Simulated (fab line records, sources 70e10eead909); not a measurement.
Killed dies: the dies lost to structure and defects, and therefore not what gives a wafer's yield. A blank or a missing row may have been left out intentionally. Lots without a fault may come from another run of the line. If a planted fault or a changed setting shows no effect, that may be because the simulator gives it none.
Matching of chambers -- flow nand-harc -- cmp-04 running NHARC_A_CHANNEL_FILL_D2_CMP_10: 4 sister chambers
The step polishes, target thk 150 nm. 20 wafers are shown with their chamber, then 10 later ones without.

== WAFERS WITH THEIR CHAMBER ==
wafer,chamber,motor-current-A (A),time-to-endpoint-s (s),retaining-ring-pressure-frac
L074.2,2,11.9,21.2,0.998
L074.5,2,12.5,17.0,1.004
L074.6,3,11.8,17.8,1.003
L076.3,2,12.6,16.9,0.991
L076.4,0,12.9,14.9,0.996
L076.6,3,11.3,15.4,0.996
L078.1,0,13.1,14.6,0.992
L078.4,1,10.1,14.2,1.004
L078.5,0,12.7,12.8,0.996
L080.3,3,11.4,17.2,1.002
L080.5,1,11.3,16.7,0.999
L080.6,0,13.8,17.2,0.996
L083.1,2,12.4,14.8,1.001
L083.5,2,12.0,15.7,0.994
L083.6,3,11.3,14.1,0.996
L084.1,1,11.4,12.7,0.996
L084.3,0,13.4,15.8,0.998
L084.5,0,13.5,14.1,1.002
L086.1,0,12.7,15.2,1.004
L086.3,1,10.7,14.3,0.994

SIGNATURES (averages over the wafers above)
reading,chamber 0,chamber 1,chamber 2,chamber 3,scatter within a chamber
motor-current-A,13.157,10.875,12.280,11.450,0.413
time-to-endpoint-s,14.943,14.475,17.120,16.125,1.81
retaining-ring-pressure-frac,0.99771,0.99825,0.99760,0.99925,0.00439
Rule: for a wafer and a chamber, the distance is found by dividing, reading by reading, the gap between the wafer's reading and the chamber's mean by the reading's scatter, squaring, summing and taking the root. The wafer belongs to the nearest chamber; if the next one is less than 2 further off, it can't be placed. How the scatter is found: for the shown wafers, subtract from each reading the mean of its chamber, square and add these, divide the total by (wafers less chambers), then take the root.

== WAFERS MISSING THEIR CHAMBER ==
wafer,motor-current-A (A),time-to-endpoint-s (s),retaining-ring-pressure-frac
L086.4,12.1,18.1,1.002
L092.1,11.6,12.9,1.004
L092.2,12.3,17.4,1.001
L092.6,12.5,14.9,1.000
L094.4,11.7,10.9,1.001
L094.5,11.0,9.9,1.009
L094.6,13.7,13.5,1.001
L097.3,12.6,16.4,1.002
L097.4,12.1,15.8,0.996
L097.6,11.3,15.3,1.000

== WHICH CHAMBER EACH WENT THROUGH ==
wafer,from the rows above,in truth
L086.4,can't be placed: 2 or 3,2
L092.1,can't be placed: 3 or 1 or 2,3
L092.2,can't be placed: 2 or 3 or 0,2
L092.6,can't be placed: 2 or 0 or 3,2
L094.4,can't be placed: 1 or 3 or 2 or 0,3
L094.5,can't be placed: 1 or 3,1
L094.6,0,0
L097.3,can't be placed: 2 or 0 or 3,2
L097.4,can't be placed: 2 or 3 or 0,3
L097.6,can't be placed: 3 or 1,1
Placed correctly: 1 of 10. Not placeable from these rows: 9 (in 9, the candidates include the true chamber). Placed wrongly: 0.
